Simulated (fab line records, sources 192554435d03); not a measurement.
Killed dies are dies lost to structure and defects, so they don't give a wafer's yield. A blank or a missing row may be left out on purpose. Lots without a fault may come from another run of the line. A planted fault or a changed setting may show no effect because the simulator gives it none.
Chamber matching | flow n5_finfet | N5_BEOL_M3_PRE_CLEAN_60 on cvd_co-01: 3 sister chambers
The step time 15 s. 3 wafers are shown with their chamber, then 12 later ones without.

WAFERS WITH THEIR CHAMBER
wafer  | chamber | heater_power_w (W)
L091.2 | 2       | 84
L091.4 | 0       | 125
L091.6 | 1       | 69

WAFERS WITHOUT THEIR CHAMBER
wafer  | heater_power_w (W)
L090.1 | 70
L090.5 | 85
L090.6 | 128
L093.3 | 127
L093.4 | 84
L093.5 | 129
L094.4 | 85
L094.5 | 67
L094.6 | 131
L095.1 | 85
L095.5 | 82
L095.6 | 127

WHICH CHAMBER EACH WENT THROUGH
wafer  | from the rows above | in truth
L090.1 | 1                   | 1
L090.5 | 2                   | 2
L090.6 | 0                   | 0
L093.3 | 0                   | 0
L093.4 | 2                   | 2
L093.5 | 0                   | 0
L094.4 | 2                   | 2
L094.5 | 1                   | 1
L094.6 | 0                   | 0
L095.1 | 2                   | 2
L095.5 | 2                   | 2
L095.6 | 0                   | 0
Placed correctly: 12 of 12. Can't be placed from these rows: 0. Placed wrongly: 0.
How it was worked out, from the rows above alone: a wafer's distance from a chamber is the root of the sum, over the readings, of the square of ((its reading less the chamber's mean) divided by the reading's scatter). The wafer belongs to the nearest chamber; if the next one is less than 2 further off, it can't be placed. A chamber's mean is the mean of its shown wafers. The scatter: with one shown wafer a chamber, the root of the mean of the squares of how far each hidden wafer lies from its nearest shown one.
